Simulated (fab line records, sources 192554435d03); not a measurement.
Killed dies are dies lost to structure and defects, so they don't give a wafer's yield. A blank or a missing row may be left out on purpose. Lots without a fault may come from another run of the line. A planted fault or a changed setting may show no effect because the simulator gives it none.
Split-lot experiment | flow n5_finfet | 7 lots, 21 wafers read, on a route of 1938 steps

THE SPLIT
At N5_BEOL_M2_DESCUM_16 (chemistry O2, time 7 s), the setting time_s was moved away from the recipe's 7 s on 8 of the 21 wafers read, by -12.1% to +17.5%. The other wafers ran this setting at the recipe's value.

The reading is taken at the split's own step.

THE READING
CAR-EUV_of_BEOL_M2_COAT_05.thk_nm (the simulator's own value, which no gauge read), in nm, at N5_BEOL_M2_DESCUM_16 (chemistry O2, time 7 s). The file gives no usual value for it. The 13 wafers here that ran the recipe average 26.0 nm, standard deviation 0.084 nm.

wafer  | tool, chamber at the split | time_s as run, s | against the recipe | CAR-EUV_of_BEOL_M2_COAT_05.thk_nm, nm | against lot-mates on the recipe
L076.2 | rie_diel-03, 0             | 7                | recipe             | 26.2                                  | -
L076.4 | rie_diel-03, 3             | 8.043            | +14.9%             | 25.6                                  | -0.6
L076.5 | rie_diel-03, 3             | 8.043            | +14.9%             | 25.6                                  | -0.6
L078.4 | rie_diel-04, 0             | 7.962            | +13.7%             | 25.4                                  | -0.6
L078.5 | rie_diel-04, 0             | 7                | recipe             | 26                                    | -
L078.6 | rie_diel-04, 3             | 7.962            | +13.7%             | 25.6                                  | -0.4
L080.2 | rie_diel-04, 2             | 8.225            | +17.5%             | 25.4                                  | -0.6
L080.3 | rie_diel-04, 0             | 8.225            | +17.5%             | 25.6                                  | -0.4
L080.4 | rie_diel-04, 2             | 7                | recipe             | 26                                    | -
L088.1 | rie_diel-04, 0,1           | 6.151            | -12.1%             | 26.4                                  | +0.4
L088.2 | rie_diel-04, 0,1           | 6.151            | -12.1%             | 26.4                                  | +0.4
L088.4 | rie_diel-04, 1             | 7                | recipe             | 26                                    | -
L087.1 | rie_diel-04, 1             | 7                | recipe             | 26.2                                  | -
L087.2 | rie_diel-04, 0,3           | 7                | recipe             | 26                                    | -
L087.5 | rie_diel-04, 0,3           | 7                | recipe             | 26                                    | -
L089.1 | rie_diel-03, 1,0,2         | 7                | recipe             | 26                                    | -
L089.3 | rie_diel-03, 1,0,2         | 7                | recipe             | 26                                    | -
L089.4 | rie_diel-03, 1,0,2         | 7                | recipe             | 26                                    | -
L097.1 | rie_diel-03, 3             | 7                | recipe             | 26                                    | -
L097.5 | rie_diel-03, 3             | 7                | recipe             | 26                                    | -
L097.3 | rie_diel-03, 1             | 7                | recipe             | 26.2                                  | -
Where a row lists several chambers, the file gives one row for several wafers and doesn't say which wafer went through which chamber.

THE FIT
A straight line over all 21 wafers: CAR-EUV_of_BEOL_M2_COAT_05.thk_nm changes by -0.032 nm for each +1% of time_s; r = -0.95; the points scatter about the line by 0.091 nm.
The same after taking each lot's own level away (the mean of its wafers on the recipe; 21 wafers): -0.0339 nm for each +1%; r = -0.96; scatter 0.083 nm.
On that fit, the largest move of time_s shifts the reading by 0.59 nm.
The lots' own levels span 26.00 to 26.20 nm, that is 2.4 times the standard deviation above.
So the lot-to-lot level changes the slope little: the two slopes agree.
Check: with one of the wafers moved furthest among these (+17.5%) left out of the fit, the line predicts -0.596 nm for it against its lot-mates. It came out at -0.6 nm against them.

OTHER SPLITS ON THESE WAFERS
These wafers also went through other splits before the reading. Each is held against what the fit with the lots' levels taken away leaves over:
other split on the same wafers | wafers away from the commonest value | r with CAR-EUV_of_BEOL_M2_COAT_05.thk_nm (lot level and that fit taken away)
N5_BEOL_M0_ETCH_138 source_w   | 7                                    | -0.03
N5_BEOL_M2_ILD_DEP_00 time_s   | 9                                    | -0.06

THE FILE'S OWN FIT
CAR-EUV_of_BEOL_M2_COAT_05.thk_nm changes by -0.034 nm for each +1% of time_s, r = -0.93.
